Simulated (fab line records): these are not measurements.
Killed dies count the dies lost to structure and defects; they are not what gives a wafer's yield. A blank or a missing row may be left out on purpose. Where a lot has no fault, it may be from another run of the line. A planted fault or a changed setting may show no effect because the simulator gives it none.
Matching of chambers ; flow nand_harc ; NHARC_A_M0_CMP_23 on cmp-03 has 4 sister chambers
The step polishes, t overpolish 20 s, target thk 113.75 nm. 8 wafers are shown with their chamber, then 12 later ones without.

== EACH WAFER AND ITS CHAMBER ==
wafer;chamber;motor_current_A (A);time_to_endpoint_s (s)
L084.1;0;12.1;25.9
L084.6;0;12.4;26.7
L086.1;1;10.6;29.1
L086.4;2;11.5;29.3
L086.5;1;10.7;29.1
L091.1;3;15.1;23.8
L091.5;3;14.9;24.6
L091.6;2;11.7;27.4

== WAFERS WITHOUT THEIR CHAMBER ==
wafer;motor_current_A (A);time_to_endpoint_s (s)
L087.1;12.8;24.8
L087.2;10.6;27.8
L087.3;11.8;27.1
L092.1;16.4;24.3
L092.2;10.7;28.3
L092.5;14.9;25.4
L094.1;10.4;27.0
L094.3;11.5;24.1
L094.4;15.5;27.0
L096.1;11.9;28.1
L096.4;10.9;30.2
L096.6;10.5;29.9

== CHAMBER TAKEN BY EACH ==
wafer;from the rows above;in truth
L087.1;0;0
L087.2;1;1
L087.3;can't be placed: 2 or 0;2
L092.1;3;3
L092.2;1;1
L092.5;3;3
L094.1;1;1
L094.3;can't be placed: 2 or 0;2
L094.4;3;3
L096.1;can't be placed: 2 or 0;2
L096.4;1;1
L096.6;1;1
Correctly placed: 9 of 12. From these rows, 3 cannot be placed; in 3 the true chamber is one of the candidates. Placed wrongly: 0.
How it was worked out, from the rows above alone: a wafer's distance from a chamber is the root of the sum, over the readings, of the square of ((its reading less the chamber's mean) divided by the reading's scatter). The wafer belongs to the nearest chamber; if the next one is less than 2 further off, it can't be placed. For every chamber, the mean is computed from those of its wafers that are shown. How the scatter is found: for the shown wafers, subtract from each reading the mean of its chamber, square and add these, divide the total by (wafers less chambers), then take the root.
